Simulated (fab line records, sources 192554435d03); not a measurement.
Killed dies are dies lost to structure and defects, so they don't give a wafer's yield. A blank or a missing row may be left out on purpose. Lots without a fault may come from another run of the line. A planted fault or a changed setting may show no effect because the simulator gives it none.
Which tool did it? | flow n5_finfet | 9 lots, 27 wafers sampled, at 5 steps of a route of 1938

WHAT THE GAUGES READ, wafer by wafer
N5_BEOL_M0_SAQP_CD_MEAS_29: target cd 14.4 nm. Usual: cd_nm 15.04 nm, standard deviation 0.25.
lot  | measured     | on        | cd_nm (nm)        | flag
L183 | day 5 18:31  | cd_sem-02 | 15.11 15.08 15.36 |
L187 | day 6 15:17  | cd_sem-03 | 15.06 15.06 15.58 |
L190 | day 7 09:22  | cd_sem-03 | 15.23 14.98 14.94 |
L196 | day 9 05:31  | cd_sem-03 | 15.16 15.33 15.15 |
L197 | day 9 10:32  | cd_sem-03 | 15.15 14.91 15.33 |
L201 | day 10 03:53 | cd_sem-03 | 14.75 15.17 15.69 |
L202 | day 10 11:27 | cd_sem-02 | 15.28 14.98 15.05 |
L204 | day 10 19:22 | cd_sem-01 | 14.50 14.79 14.67 |
L205 | day 11 01:02 | cd_sem-03 | 14.73 14.92 14.72 |

N5_BEOL_M4_RC_MEAS_101. Usual: DIBL_N 36.0 mV/V, standard deviation 1.9; DIBL_P 35.6 mV/V, standard deviation 2.2; IOFF_N 0.15 nA/um, standard deviation 0.031; IOFF_P 0.19 nA/um, standard deviation 0.032; ION_N 668 uA/um, standard deviation 11; ION_P 455 uA/um, standard deviation 7.2; SS_N 71.5 mV/dec, standard deviation 0.65; SS_P 73.4 mV/dec, standard deviation 0.64; VT_N 251 mV, standard deviation 3.6; VT_P -253 mV, standard deviation 3.3.
lot  | measured     | on        | DIBL_N (mV/V)  | DIBL_P (mV/V)  | IOFF_N (nA/um) | IOFF_P (nA/um) | ION_N (uA/um) | ION_P (uA/um) | SS_N (mV/dec)  | SS_P (mV/dec)  | VT_N (mV)   | VT_P (mV)      | flag
L183 | day 8 22:11  | prober-01 | 36.4 35.7 37.5 | 35.6 34.2 36.3 | 0.15 0.14 0.17 | 0.21 0.19 0.22 | 671 664 675   | 461 460 457   | 70.7 70.1 71.0 | 73.6 73.3 73.7 | 249 251 250 | -249 -251 -250 |
L187 | day 9 23:53  | prober-01 | 34.7 40.0 37.7 | 34.5 38.0 36.0 | 0.14 0.23 0.18 | 0.19 0.25 0.22 | 665 681 669   | 458 457 465   | 70.7 72.7 71.5 | 72.5 74.4 74.2 | 252 249 249 | -251 -250 -251 |
L190 | day 11 06:08 | prober-01 | 35.6 35.2 37.1 | 33.8 34.4 36.4 | 0.12 0.12 0.16 | 0.16 0.16 0.20 | 663 653 662   | 451 453 452   | 71.1 70.9 71.8 | 72.4 73.9 73.0 | 253 254 251 | -256 -254 -253 |
L196 | day 13 16:12 | prober-02 | 36.9 36.6 38.0 | 37.9 38.0 38.5 | 0.18 0.16 0.20 | 0.21 0.20 0.22 | 683 668 685   | 459 453 461   | 71.5 71.7 71.9 | 73.2 73.3 74.0 | 246 252 247 | -253 -250 -250 |
L197 | day 13 09:55 | prober-02 | 38.4 37.1 35.3 | 38.4 36.7 34.2 | 0.19 0.15 0.12 | 0.22 0.20 0.16 | 677 670 670   | 462 460 461   | 70.7 71.2 70.6 | 74.3 72.8 72.8 | 246 252 252 | -246 -250 -255 |
L201 | day 14 01:58 | prober-02 | 39.8 38.8 38.1 | 39.7 38.4 37.0 | 0.22 0.18 0.17 | 0.24 0.24 0.20 | 700 674 671   | 467 462 458   | 71.8 72.7 71.4 | 74.1 74.6 73.9 | 248 248 250 | -250 -252 -253 |
L202 | day 14 19:54 | prober-01 | 37.3 36.7 38.7 | 36.5 35.3 39.4 | 0.17 0.15 0.21 | 0.20 0.18 0.25 | 679 665 686   | 457 451 462   | 71.4 72.2 72.4 | 73.6 72.7 73.9 | 247 250 243 | -251 -253 -251 |
L204 | day 14 13:58 | prober-02 | 38.4 35.8 36.5 | 38.5 34.8 36.0 | 0.20 0.15 0.17 | 0.25 0.20 0.22 | 679 679 675   | 460 463 465   | 72.8 71.7 72.1 | 73.9 73.3 74.1 | 247 251 250 | -249 -251 -252 |
L205 | day 14 21:43 | prober-02 | 33.1 34.7 34.6 | 33.5 35.8 37.0 | 0.11 0.13 0.14 | 0.13 0.16 0.17 | 662 666 665   | 444 443 449   | 70.6 71.6 71.9 | 72.9 73.6 74.3 | 259 255 252 | -262 -262 -259 |

WHICH TOOL RAN EACH LOT (tool, then ch and the chambers of the sampled wafers, then the start)
lot  | N5_BEOL_M0_SAQP_ETCH_88            | N5_BEOL_M0_SAQP_ETCH_73            | N5_BEOL_M0_CUTY_COAT_51
L183 | rie_diel-02 ch 2,3, day 5 19:06    | rie_diel-02 ch 2,3, day 5 19:07    | litho_track-04 ch 0, day 5 20:01
L187 | rie_diel-05 ch 1,3, day 6 15:52    | rie_diel-05 ch 1,3, day 6 15:53    | litho_track-04 ch 0, day 6 16:47
L190 | rie_diel-03 ch 0,2,3, day 7 09:59  | rie_diel-03 ch 0,2,3, day 7 10:00  | litho_track-02 ch 0, day 7 10:58
L196 | rie_diel-02 ch 1,2,3, day 9 06:06  | rie_diel-02 ch 1,2,3, day 9 06:07  | litho_track-04 ch 0, day 9 07:02
L197 | rie_diel-03 ch 1,2,3, day 9 11:13  | rie_diel-03 ch 1,2,3, day 9 11:14  | litho_track-04 ch 0, day 9 12:08
L201 | rie_diel-03 ch 0,1,3, day 10 04:22 | rie_diel-03 ch 0,1,3, day 10 04:23 | litho_track-04 ch 0, day 10 05:17
L202 | rie_diel-02 ch 0,2,3, day 10 11:55 | rie_diel-02 ch 0,2,3, day 10 11:56 | litho_track-03 ch 0, day 10 13:05
L204 | rie_diel-03 ch 0,1, day 10 19:52   | rie_diel-03 ch 0,1, day 10 19:53   | litho_track-03 ch 0, day 10 20:50
L205 | rie_diel-05 ch 0,1,2, day 11 01:32 | rie_diel-05 ch 0,1,2, day 11 01:34 | litho_track-02 ch 0, day 11 02:35
- N5_BEOL_M0_SAQP_ETCH_88: etches underlayer in N2/H2, target depth 6.5 nm, time 5.2 s.
- N5_BEOL_M0_SAQP_ETCH_73: etches SiARC in CF4, target depth 19.5 nm, time 32.5 s.
- N5_BEOL_M0_CUTY_COAT_51: resist thk 150 nm.

WHAT THE TOOLS THEMSELVES READ (means of the sampled wafers that have a number; where no wafer has one, the mark that the record gives instead)
N5_BEOL_M0_SAQP_ETCH_88. Usual: drypump_motor_current_A 5.6 A, standard deviation 0.47; etch_rf_on_time_s 5.20 s, standard deviation 0.14; oes_product_au 0.65 a.u., standard deviation 0.078; rf_vpp_V 524.5 V, standard deviation 2.9; showerhead_plenum_p_Torr 2.56 Torr, standard deviation 0.095; throttle_valve_pct 17.69 %, standard deviation 0.15.
lot  | tool        | drypump_motor_current_A (A) | etch_rf_on_time_s (s) | oes_product_au (a.u.) | rf_vpp_V (V) | showerhead_plenum_p_Torr (Torr) | throttle_valve_pct (%) | flag
L183 | rie_diel-02 | 5.9                         | 5.32                  | 0.63                  | 523.2        | 2.49                            | 17.66                  |
L187 | rie_diel-05 | 5.1                         | 5.18                  | 0.65                  | 527.1        | 2.63                            | 17.57                  |
L190 | rie_diel-03 | 5.3                         | 5.16                  | 0.64                  | 526.2        | 2.61                            | 17.75                  |
L196 | rie_diel-02 | 6.0                         | 5.37                  | 0.62                  | 523.5        | 2.49                            | 17.76                  |
L197 | rie_diel-03 | 5.8                         | 5.14                  | 0.70                  | 523.6        | 2.56                            | 17.60                  |
L201 | rie_diel-03 | 5.5                         | 5.05                  | 0.71                  | 524.1        | 2.56                            | 17.58                  |
L202 | rie_diel-02 | 5.5                         | 5.33                  | 0.60                  | 524.1        | 2.55                            | 17.72                  |
L204 | rie_diel-03 | 6.0                         | 5.02                  | 0.73                  | 523.4        | 2.52                            | 17.45                  |
L205 | rie_diel-05 | 5.5                         | 5.07                  | 0.79                  | 526.6        | 2.63                            | 17.56                  |

N5_BEOL_M0_SAQP_ETCH_73. Usual: drypump_motor_current_A 5.6 A, standard deviation 0.46; etch_rf_on_time_s 32.6 s, standard deviation 0.77; oes_product_au 0.65 a.u., standard deviation 0.078; rf_vpp_V 184.2 V, standard deviation 1.3; showerhead_plenum_p_Torr 2.16 Torr, standard deviation 0.068; throttle_valve_pct 15.54 %, standard deviation 0.19.
lot  | tool        | drypump_motor_current_A (A) | etch_rf_on_time_s (s) | oes_product_au (a.u.) | rf_vpp_V (V) | showerhead_plenum_p_Torr (Torr) | throttle_valve_pct (%) | flag
L183 | rie_diel-02 | 5.9                         | 33.4                  | 0.63                  | 183.9        | 2.12                            | 15.60                  |
L187 | rie_diel-05 | 5.1                         | 32.5                  | 0.65                  | 184.9        | 2.22                            | 15.52                  |
L190 | rie_diel-03 | 5.3                         | 32.2                  | 0.64                  | 183.7        | 2.19                            | 15.50                  |
L196 | rie_diel-02 | 6.0                         | 32.7                  | 0.63                  | 184.2        | 2.11                            | 15.65                  |
L197 | rie_diel-03 | 5.7                         | 32.8                  | 0.69                  | 184.6        | 2.16                            | 15.35                  |
L201 | rie_diel-03 | 5.5                         | 31.9                  | 0.71                  | 184.1        | 2.16                            | 15.39                  |
L202 | rie_diel-02 | 5.5                         | 33.6                  | 0.60                  | 185.0        | 2.15                            | 15.58                  |
L204 | rie_diel-03 | 6.0                         | 31.7                  | 0.73                  | 184.0        | 2.13                            | 15.28                  |
L205 | rie_diel-05 | 5.5                         | 31.5                  | 0.80                  | 185.0        | 2.21                            | 15.38                  |

N5_BEOL_M0_CUTY_COAT_51. Usual: spin_speed_rpm 1500.1 rpm, standard deviation 1.1.
lot  | tool           | spin_speed_rpm (rpm) | flag
L183 | litho_track-04 | 1499.7               |
L187 | litho_track-04 | 1500.2               |
L190 | litho_track-02 | 1498.4               |
L196 | litho_track-04 | 1627.5               | OFF
L197 | litho_track-04 | 1626.8               | OFF
L201 | litho_track-04 | 1626.8               | OFF
L202 | litho_track-03 | 1499.9               |
L204 | litho_track-03 | 1499.6               |
L205 | litho_track-02 | 1500.3               |

THE ANSWER, worked out from the rows above alone
Rule: a lot is off if the mean of its wafers that have a number lies more than 3 standard deviations from the usual mean. A lot without any number at a reading at which 4 lots or more have one is off too. The other lots that the step has rows for count as sound. The gauges are gone through in route order, then the tools' own readings, and for those a lot's mean is taken as printed above. The first step at which some lot is off is used, and at that step the reading that is off furthest; a lot without a number counts as furthest.
Off: L196, L197, L201, at N5_BEOL_M0_CUTY_COAT_51 (spin_speed_rpm).
A tool fits if, at that step or a process step before it, it ran every lot that is off, and no sound lot after the first of them. One fits: litho_track-04 at N5_BEOL_M0_CUTY_COAT_51. Its last sound lot is L187 (day 6 16:47), its first lot that is off L196 (day 9 07:02): a fault that began between those two fits.
The tool's own readings at N5_BEOL_M0_CUTY_COAT_51 bear it out: on the lots that are off they differ by more than 5 times the standard deviation of the sound lots' means. spin_speed_rpm reads 1627.0 rpm there against 1499.7 rpm on the sound lots.

WHAT THE SIMULATOR HAD PUT IN
Process parameter drift: litho_track-04, from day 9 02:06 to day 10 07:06, at N5_BEOL_M0_CUTY_COAT_51. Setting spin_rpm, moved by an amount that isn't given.
Lots struck among those shown: L196, L197, L201. The rule above found the same.
